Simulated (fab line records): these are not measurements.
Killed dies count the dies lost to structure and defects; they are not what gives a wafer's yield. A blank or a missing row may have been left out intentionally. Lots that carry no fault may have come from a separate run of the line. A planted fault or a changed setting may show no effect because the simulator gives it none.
fab line records ; flow n5Finfet
record lots=10; wafers=29; lastDay=18
route steps=1938 shown BEOL_M9@1404 PASSIVATION@1936
lots that met no fault: taken from a fault-free run of the same line
startH: start of the lot's first displayed wafer, in hours after the record's first day ; waitH: how many hours have passed since the lot's step before this one ; " identical to the entry in the row above ; L1.1+2: one row covering several wafers at once ; - value missing, or start not given ; * or withheld: withheld ; < > ~ a bound
route shown NAME@n: NAME is a module with steps in the file, n the number in the route of the first one ; usual: the fault-free wafers' mean and standard deviation ; same: alike in all rows ; chamber/n: place in a boat ; sites: readings site by site ; _std_site: standard deviation of those values ; _edge_site: mean of outer sites minus mean of inner sites ; radiusMm: for every site, how far away it sits from the centre of the wafer ; mask NAME#n: copy n ; behind: the last tool/chamber to shape the wafer ; hold: cause of the lot's hold/its duration in hours/its outcome ; device: whichever transistor did not switch (one of n, p or np) ; end of line: the tests these same wafers got at the end of their route ; a step with no rows: only its recipe ; killed: dies lost to structure and defects at the first sort, not the wafer's yield ; map: shows each die of a wafer: x if killed, . if not, _ if none is there
set.NAME: the setting as run; set.NAME@STEP: as run at that earlier step ; model.NAME: the simulator's own value behind a step, which no gauge read
the route's steps for a sample of lots (tables are steps, rows are wafers)
services: from which hour (startH, from the record's first day; less than 0 if before it) a tool's chamber was out of use, for how many hours, and why
## steps
# step N5_BEOL_M9_PECVD_70
# recipe material=SiO2; targetThkA=200; tempC=400; precursor=TEOS/O2; pressureTorr=5.5; rfW=450; teosFlowSccm=53.8; gas=O2; flowSccm=3000; timeS=22.7
# usual heaterPowerW=713/94; showerheadPlenumPTorr=8.79/0.054; throttleValvePct=22.2/0.89
lot.wafer;tool;chamber;startH;waitH;heaterPowerW;showerheadPlenumPTorr;throttleValvePct
L931.1;pecvd-04;0;213.74;0.0;778;8.78;23.1
L931.4;pecvd-04;2;213.74;0.0;779;8.74;20.4
L931.6;pecvd-04;1;213.74;0.0;745;8.71;22.7
L935.2;pecvd-01;2;248.84;0.0;687;8.85;22.3
L935.3;pecvd-01;1;248.84;0.0;757;8.78;22.2
L935.5;pecvd-01;1;248.84;0.0;740;8.75;22.1
L938.1;pecvd-04;2;254.38;0.0;783;8.78;20.5
L938.2;pecvd-04;1;254.38;0.0;666;8.70;22.9
L938.4;pecvd-04;2;254.38;0.0;794;8.78;20.5
L937.1;pecvd-01;2;260.54;0.0;765;8.85;22.1
L937.3;pecvd-01;0;260.54;0.0;597;8.78;22.3
L937.5;pecvd-01;1;260.54;0.0;788;8.77;22.2
L939.2;pecvd-03;2;263.27;0.0;641;8.82;21.1
L939.3;pecvd-03;0;263.27;0.0;721;8.94;21.0
L939.4;pecvd-03;2;263.27;0.0;609;8.83;21.0
L941.3;pecvd-01;2;270.39;0.0;725;8.86;22.2
L941.4;pecvd-01;2;270.39;0.0;727;8.84;22.2
L943.1;pecvd-01;2;292.43;0.0;684;8.85;22.3
L943.3;pecvd-01;1;292.43;0.0;674;8.78;22.1
L943.6;pecvd-01;1;292.43;0.0;685;8.79;22.5
L946.1;pecvd-04;1;313.16;0.0;693;8.73;22.8
L946.4;pecvd-04;0;313.16;0.0;859;8.75;23.0
L946.6;pecvd-04;1;313.16;0.0;714;8.71;23.0
L954.2;pecvd-01;2;357.36;0.0;713;8.85;22.3
L954.3;pecvd-01;0;357.36;0.0;603;8.78;22.3
L954.6;pecvd-01;1;357.36;0.0;805;8.75;22.3
L953.4;pecvd-01;2;358.27;0.1;714;8.85;22.5
L953.5;pecvd-01;0;358.27;0.1;521;8.77;22.3
L953.6;pecvd-01;1;358.27;0.1;781;8.78;22.3
# step N5_BEOL_M9_ETCH_65
# recipe chemistry=CF4; target=SiARC; targetDepthA=156; maskMaterial=CAR-EUV; timeS=26; ionEnergyEv=80; pressureMtorr=40; sourceW=545; biasW=36; Ar_flow_sccm=100; cf4FlowSccm=100; ends=cleared
# usual biasW=35.99/0.12; drypumpMotorCurrentA=5.6/0.43; etchRfOnTimeS=26.2/0.82; oesProductAu=0.68/0.058; rfVppV=183.9/1; showerheadPlenumPTorr=2.12/0.06; throttleValvePct=15.49/0.24
lot.wafer;tool;chamber;startH;waitH;biasW;drypumpMotorCurrentA;etchRfOnTimeS;oesProductAu;rfHoursCounterH;rfVppV;showerheadPlenumPTorr;throttleValvePct
L931.1;rieDiel-05;2;220.50;0.0;35.97;5.1;26.7;0.71;77;183.1;2.07;15.53
L931.4;rieDiel-05;2;220.50;0.0;35.98;5.0;26.5;0.71;-;184.2;2.07;15.51
L931.6;rieDiel-05;3;220.50;0.0;35.94;5.8;27.4;0.59;-;185.5;2.22;16.02
L935.2;rieDiel-05;3;253.51;0.0;36.02;5.8;26.9;0.60;218;183.9;2.21;16.03
L935.3;rieDiel-05;1;253.51;0.0;36.00;5.9;26.3;0.84;3;184.1;2.18;15.07
L935.5;rieDiel-05;2;253.51;0.0;35.90;5.0;25.9;0.71;-;183.4;2.06;15.53
L938.1;rieDiel-01;2;257.39;0.0;36.10;5.2;25.9;0.74;44;183.2;2.08;15.25
L938.2;rieDiel-01;1;257.39;0.0;36.05;5.4;27.0;0.70;56;183.6;2.10;15.30
L938.4;rieDiel-01;0;257.39;0.0;36.00;5.5;24.2;0.74;49;183.0;2.08;15.32
L937.1;rieDiel-01;2;263.02;0.0;35.99;5.3;26.2;0.73;46;182.4;2.08;15.25
L937.3;rieDiel-01;0;263.02;0.0;35.99;5.5;24.3;0.75;51;184.6;2.08;15.32
L937.5;rieDiel-01;1;263.02;0.0;35.90;5.4;27.0;0.69;-;183.5;2.10;15.30
L939.2;rieDiel-03;3;266.96;0.0;36.03;6.5;26.3;0.73;57;185.1;2.25;15.34
L939.3;rieDiel-03;1;266.96;0.0;36.12;6.6;26.5;0.63;184;184.8;2.12;15.71
L939.4;rieDiel-03;2;266.96;0.0;35.98;5.8;26.3;0.65;137;183.8;2.14;15.54
L941.3;rieDiel-03;2;275.42;0.0;36.02;5.8;26.2;0.64;140;184.5;2.14;15.53
L941.4;rieDiel-03;1;275.42;0.0;35.96;6.6;26.6;0.63;187;183.0;2.11;15.72
L943.1;rieDiel-05;3;296.12;0.0;36.11;5.8;27.5;0.58;232;185.7;2.21;16.04
L943.3;rieDiel-05;1;296.12;0.0;35.90;6.0;26.4;0.80;16;183.6;2.18;15.10
L943.6;rieDiel-05;1;296.12;0.0;35.78;6.0;26.5;0.79;-;185.3;2.18;15.10
L946.1;rieDiel-03;0;316.61;0.0;35.96;6.0;25.6;0.68;103;185.8;2.14;15.58
L946.4;rieDiel-03;2;316.61;0.0;36.10;5.8;26.4;0.63;152;185.2;2.14;15.56
L946.6;rieDiel-03;3;316.61;0.0;35.90;6.5;26.2;0.71;-;186.3;2.25;15.36
L953.4;rieDiel-01;2;362.86;0.0;35.82;5.3;25.8;0.71;76;181.7;2.07;15.30
L953.5;rieDiel-01;0;362.86;0.0;36.00;5.5;24.5;0.72;-;182.5;2.07;15.37
L953.6;rieDiel-01;3;362.86;0.0;36.10;6.0;25.7;0.68;-;184.1;2.17;15.67
L954.2;rieDiel-01;2;363.29;0.0;35.87;5.3;25.5;0.72;76;184.2;2.07;15.31
L954.3;rieDiel-01;0;363.29;0.0;36.01;5.5;24.0;0.72;79;183.9;2.07;15.37
L954.6;rieDiel-01;2;363.29;0.0;36.11;5.2;25.7;0.71;-;183.6;2.07;15.30
# step N5_BEOL_M9_STRIP_36
# recipe chemistry=N2/H2; powerW=450; tempC=40; pressureMtorr=20; rfFrequencyHz=6e+07; overashFraction=0.3; biasPowerW=7; h2Frac=0.5; n2FlowSccm=200; h2FlowSccm=200
# usual drypumpMotorCurrentA=5.6/0.44; oesProductAu=0.81/0.072; rfVppV=59.1/1.5; showerheadPlenumPTorr=2.50/0.073; throttleValvePct=23.4/0.39
lot.wafer;tool;chamber;startH;waitH;drypumpMotorCurrentA;oesProductAu;rfHoursCounterH;rfVppV;showerheadPlenumPTorr;throttleValvePct
L931.1;rieDiel-05;2;220.69;0.0;5.1;0.84;77;57.9;2.45;23.6
L931.4;rieDiel-05;2;220.69;0.0;5.0;0.85;-;58.1;2.45;23.6
L931.6;rieDiel-05;3;220.69;0.0;5.8;0.71;-;61.3;2.63;23.9
L935.2;rieDiel-05;3;253.70;0.0;5.8;0.71;218;59.0;2.62;23.9
L935.3;rieDiel-05;1;253.70;0.0;6.0;1.02;3;58.6;2.59;22.9
L935.5;rieDiel-05;2;253.70;0.0;5.0;0.82;-;60.5;2.44;23.6
L938.1;rieDiel-01;2;257.58;0.0;5.3;0.86;44;58.2;2.44;23.1
L938.2;rieDiel-01;1;257.58;0.0;5.4;0.83;56;57.7;2.47;22.8
L938.4;rieDiel-01;0;257.58;0.0;5.5;0.86;49;57.7;2.46;23.4
L937.1;rieDiel-01;2;263.21;0.0;5.3;0.89;46;59.2;2.44;23.1
L937.3;rieDiel-01;0;263.21;0.0;5.5;0.85;51;58.7;2.46;23.4
L937.5;rieDiel-01;1;263.21;0.0;5.4;0.83;-;57.3;2.47;22.8
L939.2;rieDiel-03;3;267.15;0.0;6.5;0.84;57;60.7;2.68;23.6
L939.3;rieDiel-03;1;267.15;0.0;6.6;0.74;184;59.8;2.51;23.4
L939.4;rieDiel-03;2;267.15;0.0;5.8;0.76;137;61.0;2.55;23.2
L941.3;rieDiel-03;2;275.61;0.0;5.8;0.76;140;59.4;2.55;23.2
L941.4;rieDiel-03;1;275.61;0.0;6.6;0.73;187;59.4;2.51;23.4
L943.1;rieDiel-05;3;296.31;0.0;5.8;0.71;232;60.8;2.62;23.9
L943.3;rieDiel-05;1;296.31;0.0;5.9;0.97;16;59.5;2.58;22.9
L943.6;rieDiel-05;1;296.31;0.0;6.0;0.98;-;58.9;2.58;22.9
L946.1;rieDiel-03;0;316.80;0.0;6.1;0.78;103;60.0;2.56;24.3
L946.4;rieDiel-03;2;316.80;0.0;5.8;0.75;152;59.9;2.54;23.2
L946.6;rieDiel-03;3;316.80;0.0;6.5;0.83;-;61.4;2.68;23.6
L953.4;rieDiel-01;2;363.05;0.0;5.3;0.83;76;58.0;2.42;23.1
L953.5;rieDiel-01;0;363.05;0.0;5.5;0.83;-;59.7;2.44;23.5
L953.6;rieDiel-01;3;363.05;0.0;6.0;0.80;-;57.2;2.55;23.6
L954.2;rieDiel-01;2;363.48;0.0;5.3;0.84;76;57.1;2.42;23.1
L954.3;rieDiel-01;0;363.48;0.0;5.5;0.84;79;60.7;2.44;23.5
L954.6;rieDiel-01;2;363.48;0.0;5.3;0.85;-;59.3;2.42;23.1
# step N5_BEOL_M9_CMP_52
# recipe stopOn=SiCOH_lowk; tOverpolishS=7; downForcePsi=1; platenRpm=50; clearingPlatenDownForcePsi=1.5; clearingPlatenRpm=50; postCmpClean=cuAlkaline; targetThkNm=140; clearingPlatenPadVelocityMS=0.99484; padVelocityMS=0.99484
# usual barrierFieldEndpointS=29.1/0.84; clearingPlatenRpm=50.000/0.027; motorCurrentA=6.2/0.65; slurryFlowMlMin=150.0/0.46
lot.wafer;tool;chamber;startH;waitH;barrierFieldEndpointS;clearingPlatenRpm;motorCurrentA;slurryFlowMlMin
L931.4;cmp-04;0;222.92;0.1;29.3;49.980;5.0;150.4
L931.1;cmp-04;2;222.92;0.1;29.6;50.016;6.4;149.8
L931.6;cmp-04;1;222.92;0.1;28.9;49.987;6.6;150.4
L935.3;cmp-02;1;256.26;0.2;27.9;49.998;7.8;150.2
L935.2;cmp-02;3;256.26;0.2;28.1;49.973;5.9;149.6
L935.5;cmp-02;1;256.26;0.2;28.9;49.995;7.6;150.8
L938.1;cmp-02;3;261.40;0.3;28.7;50.026;6.5;150.0
L938.4;cmp-02;1;261.40;0.3;28.6;49.931;7.1;149.8
L938.2;cmp-02;2;261.40;0.3;28.8;49.978;6.1;149.9
L937.3;cmp-03;0;267.07;0.2;29.1;50.021;6.8;150.1
L937.1;cmp-03;1;267.07;0.2;29.1;50.005;5.4;149.8
L937.5;cmp-03;0;267.07;0.2;28.3;50.002;6.8;150.2
L939.3;cmp-02;1;270.01;0.2;28.2;50.013;7.6;149.8
L939.2;cmp-02;3;270.01;0.2;28.0;50.009;6.0;150.7
L939.4;cmp-02;0;270.01;0.2;30.8;50.006;6.2;149.6
L941.4;cmp-02;2;277.80;0.1;29.7;49.977;5.8;149.3
L941.3;cmp-02;0;277.80;0.1;36.8;49.973;6.0;150.0
L943.3;cmp-02;2;298.77;0.2;34.7;50.021;6.2;150.5
L943.1;cmp-02;3;298.77;0.2;28.6;50.015;6.1;149.6
L943.6;cmp-02;2;298.77;0.2;29.5;49.997;6.2;149.6
L946.1;cmp-02;0;319.18;0.4;28.8;50.001;6.4;149.4
L946.4;cmp-02;2;319.18;0.4;28.4;50.010;5.8;150.2
L946.6;cmp-02;1;319.18;0.4;27.6;50.001;7.1;150.4
L953.4;cmp-03;0;365.28;0.1;28.9;49.985;6.4;149.4
L953.6;cmp-03;0;365.28;0.1;29.4;50.033;6.4;150.1
L953.5;cmp-03;1;365.28;0.1;30.0;50.028;4.9;149.9
L954.2;cmp-04;0;365.83;0.2;29.5;50.009;4.8;150.7
L954.3;cmp-04;2;365.83;0.2;30.1;49.982;6.3;150.1
L954.6;cmp-04;1;365.83;0.2;27.6;50.028;6.7;150.5
# step N5_BEOL_M9_INSPECT_58
# recipe inspectInstrument=darkfield; mode=postDep
# usual rawDefectCount=78/26
lot.wafer;tool;chamber;startH;waitH;rawDefectCount
L931.1;defectInspect-02;-;223.37;0.0;57
L931.4;defectInspect-02;-;223.37;0.0;79
L931.6;defectInspect-02;-;223.37;0.0;74
L935.2;defectInspect-01;-;256.67;0.0;106
L935.3;defectInspect-01;-;256.67;0.0;79
L935.5;defectInspect-01;-;256.67;0.0;89
L938.1;defectInspect-01;-;261.86;0.0;62
L938.2;defectInspect-01;-;261.86;0.0;70
L938.4;defectInspect-01;-;261.86;0.0;54
L937.1;defectInspect-01;-;267.49;0.0;99
L937.3;defectInspect-01;-;267.49;0.0;121
L937.5;defectInspect-01;-;267.49;0.0;63
L939.2;defectInspect-01;-;270.46;0.0;92
L939.3;defectInspect-01;-;270.46;0.0;82
L939.4;defectInspect-01;-;270.46;0.0;117
L941.3;defectInspect-02;-;278.25;0.0;52
L941.4;defectInspect-02;-;278.25;0.0;64
L943.1;defectInspect-02;-;299.23;0.0;60
L943.3;defectInspect-02;-;299.23;0.0;49
L943.6;defectInspect-02;-;299.23;0.0;82
L946.1;defectInspect-01;-;319.63;0.0;65
L946.4;defectInspect-01;-;319.63;0.0;75
L946.6;defectInspect-01;-;319.63;0.0;85
L953.4;defectInspect-01;-;365.74;0.0;57
L953.5;defectInspect-01;-;365.74;0.0;79
L953.6;defectInspect-01;-;365.74;0.0;62
L954.2;defectInspect-02;-;366.29;0.0;46
L954.3;defectInspect-02;-;366.29;0.0;50
L954.6;defectInspect-02;-;366.29;0.0;65
# step N5_PASSIVATION_PROBE_49
# usual defectLimitedYield=91.5/1.4; killed_at_M0_to_M3=32/11; killed_at_M4_up=12/4.4; killedAtContacts=13/6.1; killedAtFrontEnd=39/12; killedAtOther=3.9/3; killedDies=100/17; killedOpen=66/12; killedShort=33/7.4; sort_bin_4_leakage=0.03/0.14; sort_bin_5_function=5.0/0.95; sort_bin_6_memory=3.2/0.66; sort_bin_8_speed=0.0/0.33; sortNPass=1079/17; sortYieldPct=91.4/1.5
# same grossDies=1180; killedAtBackSide=0
lot.wafer;tool;chamber;startH;waitH;defectLimitedYield[%];killed_at_M0_to_M3;killed_at_M4_up;killedAtContacts;killedAtFrontEnd;killedAtOther;killedDies;killedOpen;killedShort;sort_bin_4_leakage[%];sort_bin_5_function[%];sort_bin_6_memory[%];sort_bin_8_speed[%];sortNPass;sortYieldPct[%]
L935.2;prober-02;-;309.98;0.1;90.3;35;17;11;50;2;115;69;43;0;5.7;3.6;0.1;1065;90.3
L935.3;prober-02;-;310.03;0.1;91.5;19;15;19;43;4;100;58;38;0;4.8;3.4;0;1080;91.5
L935.5;prober-02;-;310.13;0.2;92.7;19;10;20;34;3;86;59;23;0;4.1;3.0;0;1094;92.7
L937.1;prober-01;-;327.16;0.0;91.9;17;12;19;45;3;96;64;25;0;4.2;3.1;3.0;1049;88.9
L937.3;prober-01;-;327.26;0.1;91.4;36;16;8;36;5;101;65;36;0;5.5;2.8;0;1079;91.4
L937.5;prober-01;-;327.36;0.2;90.8;26;14;15;49;4;108;69;39;0;5.8;2.7;0;1072;90.8
L939.2;prober-02;-;332.03;0.1;90.8;36;13;19;35;6;109;64;45;0;5.1;3.5;0;1071;90.8
L939.3;prober-02;-;332.08;0.1;90.3;23;13;13;59;6;114;68;42;0;5.3;3.7;0;1066;90.3
L939.4;prober-02;-;332.13;0.2;93.1;18;6;10;46;2;82;46;36;0;3.6;3.1;0;1098;93.1
L946.1;prober-01;-;374.27;0.0;91.4;32;14;3;51;1;101;75;26;0.34;6.5;1.9;0;1075;91.1
L946.4;prober-01;-;374.42;0.2;92.5;27;13;16;32;1;89;64;25;0;4.7;2.5;0;1091;92.5
L946.6;prober-01;-;374.52;0.3;91.7;27;15;12;41;3;98;68;28;0;5.1;3.1;0;1082;91.7
L954.2;prober-02;-;422.30;0.1;91.9;21;9;17;40;8;95;68;22;0;4.2;3.6;0;1085;91.9
L954.3;prober-02;-;422.35;0.1;89.9;35;10;12;52;10;119;74;44;0;6.5;3.3;0;1061;89.9
L954.6;prober-02;-;422.50;0.3;91.9;19;14;12;36;15;96;62;32;0;5.0;3.1;0;1084;91.9
# killed by level:class
L935.2 FIN_SAQP:geometricParticle:open=19 BEOL_M0_SAQP:geometricParticle:short=11 FIN_SAQP:geometricParticle:short=10 MOL_CONTACT_COAG:geometricParticle:open=7 BEOL_M2:geometricParticle:open=6 DUMMY_GATE:geometricParticle:open=5 BEOL_M0_SAQP:geometricParticle:open=5 BEOL_M3:geometricParticle:open=5
L935.3 FIN_SAQP:geometricParticle:open=14 MOL_CONTACT_COAG:geometricParticle:open=13 BEOL_M0:geometricParticle:open=5 BEOL_M5:geometricParticle:short=5 STI_FIN_REVEAL:geometricParticle:open=4 BEOL_M0_SAQP:geometricParticle:short=4 DUMMY_GATE:geometricParticle:open=4 ILD0:geometricParticle:short=4
L935.5 MOL_CONTACT_COAG:geometricParticle:open=18 FIN_SAQP:geometricParticle:open=10 FIN_SAQP:geometricParticle:short=8 STARTING-WAFER:geometricParticle:open=6 BEOL_M0_SAQP:geometricParticle:open=5 DUMMY_GATE:geometricParticle:open=4 BEOL_M4:geometricParticle:open=4 BEOL_M0_SAQP:geometricParticle:short=3
L937.1 MOL_CONTACT_COAG:geometricParticle:open=16 STI_FIN_REVEAL:geometricParticle:open=15 STI_FIN_REVEAL:geometricParticle:short=6 BEOL_M4:geometricParticle:open=6 HKMG_FIN:areaEtch=6 BEOL_M0_SAQP:geometricParticle:open=4 FIN_SAQP:geometricParticle:short=4 GATE_CUT:geometricParticle:short=4
L937.3 BEOL_M0:geometricParticle:open=14 GATE_CUT:geometricParticle:short=9 BEOL_M4:geometricParticle:open=8 STI_FIN_REVEAL:geometricParticle:open=7 BEOL_M1:geometricParticle:open=6 MOL_CONTACT_COAG:geometricParticle:open=5 FIN_SAQP:geometricParticle:short=4 BEOL_M3:geometricParticle:open=4
L937.5 STI_FIN_REVEAL:geometricParticle:open=15 FIN_SAQP:geometricParticle:short=13 MOL_CONTACT_COAG:geometricParticle:open=12 BEOL_M0_SAQP:geometricParticle:short=8 BEOL_M0_SAQP:geometricParticle:open=8 BEOL_M4:geometricParticle:open=8 GATE_CUT:geometricParticle:short=6 FIN_SAQP:geometricParticle:open=4
L939.2 MOL_CONTACT_COAG:geometricParticle:open=16 BEOL_M0_SAQP:geometricParticle:short=11 STI_FIN_REVEAL:geometricParticle:open=9 FIN_SAQP:geometricParticle:short=8 BEOL_M0_SAQP:geometricParticle:open=8 BEOL_M2:geometricParticle:open=6 BEOL_M3:geometricParticle:short=5 BEOL_M5:geometricParticle:open=5
L939.3 STI_FIN_REVEAL:geometricParticle:open=15 MOL_CONTACT_COAG:geometricParticle:open=11 FIN_SAQP:geometricParticle:short=9 BEOL_M0_SAQP:geometricParticle:short=9 FIN_SAQP:geometricParticle:open=7 BEOL_M4:geometricParticle:open=7 STI_FIN_REVEAL:geometricParticle:short=5 GATE_CUT:geometricParticle:short=5
L939.4 FIN_SAQP:geometricParticle:short=8 MOL_CONTACT_COAG:geometricParticle:open=7 FIN_SAQP:geometricParticle:open=6 STI_FIN_REVEAL:geometricParticle:open=6 STI_FIN_REVEAL:geometricParticle:short=5 BEOL_M0_SAQP:geometricParticle:short=5 STARTING-WAFER:geometricParticle:open=4 BEOL_M1:geometricParticle:open=4
L946.1 STI_FIN_REVEAL:geometricParticle:open=15 FIN_SAQP:geometricParticle:open=10 BEOL_M1:geometricParticle:open=8 FIN_SAQP:geometricParticle:short=7 BEOL_M0_SAQP:geometricParticle:open=6 BEOL_M4:geometricParticle:open=6 BEOL_M2:geometricParticle:open=5 DUMMY_GATE:geometricParticle:open=4
L946.4 MOL_CONTACT_COAG:geometricParticle:open=13 BEOL_M1:geometricParticle:open=11 FIN_SAQP:geometricParticle:open=9 FIN_SAQP:geometricParticle:short=7 BEOL_M4:geometricParticle:open=6 BEOL_M2:geometricParticle:open=5 DUMMY_GATE:geometricParticle:open=5 STI_FIN_REVEAL:geometricParticle:open=4
L946.6 MOL_CONTACT_COAG:geometricParticle:open=12 FIN_SAQP:geometricParticle:open=9 STI_FIN_REVEAL:geometricParticle:open=9 DUMMY_GATE:geometricParticle:open=8 BEOL_M0_SAQP:geometricParticle:open=8 BEOL_M4:geometricParticle:open=7 BEOL_M0_SAQP:geometricParticle:short=6 BEOL_M3:geometricParticle:open=6
L954.2 MOL_CONTACT_COAG:geometricParticle:open=14 FIN_SAQP:geometricParticle:open=10 DUMMY_GATE:geometricParticle:open=7 GATE_CUT:geometricParticle:open=6 BEOL_M1:geometricParticle:open=4 GATE_CUT:geometricParticle:short=4 BEOL_M2:geometricParticle:open=4 BEOL_M3:geometricParticle:open=4
L954.3 BEOL_M2:geometricParticle:open=9 DUMMY_GATE:geometricParticle:open=9 GATE_CUT:geometricParticle:open=9 GATE_CUT:geometricParticle:short=9 FIN_SAQP:geometricParticle:open=8 MOL_CONTACT_COAG:geometricParticle:open=8 BEOL_M0_SAQP:geometricParticle:short=8 FIN_SAQP:geometricParticle:short=6
L954.6 MOL_CONTACT_COAG:geometricParticle:open=8 PASS1_CAP:geometricParticle:short=7 DUMMY_GATE:geometricParticle:open=6 GATE_CUT:geometricParticle:open=6 BEOL_M2:geometricParticle:open=5 BEOL_M4:geometricParticle:open=4 GATE_CUT:geometricParticle:short=4 MOL_CONTACT_COAG:geometricParticle:short=4
## services
tool;chamber;startH;hours;kind
rieDiel-05;0;200.72;8.9;repair
rieDiel-05;1;203.12;7.6;repair
cmp-02;-;207.18;5.2;pm
rieDiel-05;1;211.16;-;clean
rieDiel-05;1;211.16;-;consumableReplace:focusRing
rieDiel-05;1;211.16;31.8;scheduledDown
rieDiel-05;3;215.05;2.0;repair
cmp-03;-;226.70;1.3;repair
pecvd-03;-;227.45;0.9;repair
cmp-02;-;239.83;4.0;pm
cmp-02;-;256.58;0.3;repair
rieDiel-03;3;256.81;3.9;repair
pecvd-03;2;281.80;4.3;repair
cmp-04;-;306.07;0.5;repair
pecvd-03;-;307.84;0.5;repair
cmp-03;-;311.23;4.0;pm
cmp-04;-;319.68;1.3;repair
pecvd-03;0;320.29;13.8;repair
pecvd-01;-;333.72;1.4;repair
cmp-03;-;337.01;3.0;pm
rieDiel-01;0;339.95;5.7;repair
cmp-03;-;353.25;6.8;pm
rieDiel-01;-;359.56;0.5;repair
cmp-03;-;360.92;2.5;repair
## key
firstSign step=N5_BEOL_M9_CMP_52; reading=barrierFieldEndpointS; direction=up; sigmas=8; usual=29.1; struck=35.8
effect none on later readings
metAt N5_BEOL_M9_PECVD_70
struckLots L941,L943
struckWafers L941.3,L943.3
notActingAt N5_BEOL_M9_ETCH_65,N5_BEOL_M9_STRIP_36,N5_BEOL_M9_INSPECT_58
onsetBetween 260.54 270.39
fault kind=processParameterDrift; tool=pecvd-01; chamber=-; onsetH=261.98; steps=N5_BEOL_M9_PECVD_70; channel=timeS; offset=*; shape=step; endH=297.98; scope=struckWafersOnly; actsIn=*; stated=*
